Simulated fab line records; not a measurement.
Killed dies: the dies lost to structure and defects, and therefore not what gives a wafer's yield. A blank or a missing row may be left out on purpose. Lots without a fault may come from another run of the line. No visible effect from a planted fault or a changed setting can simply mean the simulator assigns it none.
Split-lot experiment | flow n5_finfet | route with 1938 steps; 7 lots, 21 wafers read

SPLIT DETAILS
At N5_MOL_CONTACT_COAG_ALD_27 (deposits SiOC, target thk 17 nm, pulse time 1.5 s, time 2720 s), the setting ald_cycles was moved away from the recipe's 340 on 8 of the 21 wafers read, by -16.5% to +8.2%. This setting was run at the recipe's value on the other wafers.

The reading is taken at the split's own step.

THE READING
SiOC_of_MOL_CONTACT_COAG_ALD_27.thk_nm (the simulator's own value, which no gauge read), in nm, at N5_MOL_CONTACT_COAG_ALD_27 (deposits SiOC, target thk 17 nm, pulse time 1.5 s, time 2720 s). There is no usual value for it anywhere in the file. Here, 13 wafers ran the recipe; their average is 17.0 nm with a standard deviation of 0.12 nm.

wafer  | tool, chamber at the split | ald_cycles as run | against the recipe | SiOC_of_MOL_CONTACT_COAG_ALD_27.thk_nm, nm | against lot-mates on the recipe
L079.1 | ald_sin-03, 1              | 340               | recipe             | 17.2                                       | -
L079.3 | ald_sin-03, 2              | 362               | +6.5%              | 18.2                                       | +1.1
L079.5 | ald_sin-03, 2              | 340               | recipe             | 17                                         | -
L082.1 | ald_sin-02, 1,0            | 340               | recipe             | 17.2                                       | -
L082.4 | ald_sin-02, 1,0            | 340               | recipe             | 17.2                                       | -
L082.2 | ald_sin-02, 3              | 284               | -16.5%             | 14.2                                       | -3.0
L083.1 | ald_sin-03, 0,1,2          | 340               | recipe             | 17                                         | -
L083.3 | ald_sin-03, 0,1,2          | 340               | recipe             | 17                                         | -
L083.6 | ald_sin-03, 0,1,2          | 340               | recipe             | 17                                         | -
L089.3 | ald_sin-01, 3              | 340               | recipe             | 16.8                                       | -
L089.5 | ald_sin-01, 2              | 340               | recipe             | 17.2                                       | -
L089.6 | ald_sin-01, 3              | 340               | recipe             | 17                                         | -
L090.2 | ald_sin-02, 0,1            | 316               | -7.1%              | 15.8                                       | -1.2
L090.3 | ald_sin-02, 0,1            | 316               | -7.1%              | 15.8                                       | -1.2
L090.4 | ald_sin-02, 2              | 340               | recipe             | 17                                         | -
L094.2 | ald_sin-03, 3              | 340               | recipe             | 17                                         | -
L094.3 | ald_sin-03, 0              | 368               | +8.2%              | 18.2                                       | +1.2
L094.5 | ald_sin-03, 0              | 368               | +8.2%              | 18.4                                       | +1.4
L095.1 | ald_sin-01, 0              | 340               | recipe             | 17                                         | -
L095.3 | ald_sin-01, 2              | 364               | +7.1%              | 18.2                                       | +1.2
L095.4 | ald_sin-01, 1              | 364               | +7.1%              | 18                                         | +1.0
Rows listing several chambers each stand for several wafers; the file does not say which wafer went through which chamber.

THE FIT
A straight line over all 21 wafers: SiOC_of_MOL_CONTACT_COAG_ALD_27.thk_nm changes by +0.166 nm for each +1% of ald_cycles; r = +0.99; the points scatter about the line by 0.12 nm.
The same after taking each lot's own level away (the mean of its wafers on the recipe; 21 wafers): +0.171 nm for each +1%; r = +0.99; scatter 0.1 nm.
The reading moves by 2.8 nm for the largest change in ald_cycles, on that fit.
The span of the lots' own levels, 17.00 to 17.20 nm, comes to 1.7 times the standard deviation stated above.
Hence the lot-to-lot level has little effect on the slope; both slopes agree.
Check: for one of the wafers moved furthest among these (-16.5%), held out of the fit, the line's prediction against its lot-mates is -2.69 nm. Against them it came out at -3 nm.

ADDITIONAL SPLITS CARRIED BY THESE WAFERS
Note: prior to the reading, these wafers also went through further splits. Each is held against what the fit with the lots' levels taken away leaves over:
other split on the same wafers            | wafers away from the commonest value | r with SiOC_of_MOL_CONTACT_COAG_ALD_27.thk_nm (lot level and that fit taken away)
N5_PMOS_HMC_CHANNEL_EPI_COAT_03 spin_rpm  | 7                                    | -0.22
N5_PMOS_HMC_CHANNEL_EPI_PEB_07 peb_time_s | 8                                    | +0.12
N5_FIN_SAQP_SPACER1_ALD_24 ald_cycles     | 7                                    | -0.09
N5_DUMMY_GATE_EXPOSE_12 dose_mj           | 6                                    | +0.00
N5_DUMMY_GATE_DESCUM_20 time_s            | 9                                    | -0.22
N5_GATE_CUT_ALD_22 ald_cycles             | 8                                    | -0.30

FILE'S OWN FIT
SiOC_of_MOL_CONTACT_COAG_ALD_27.thk_nm changes by +0.174 nm for each +1% of ald_cycles, r = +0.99.
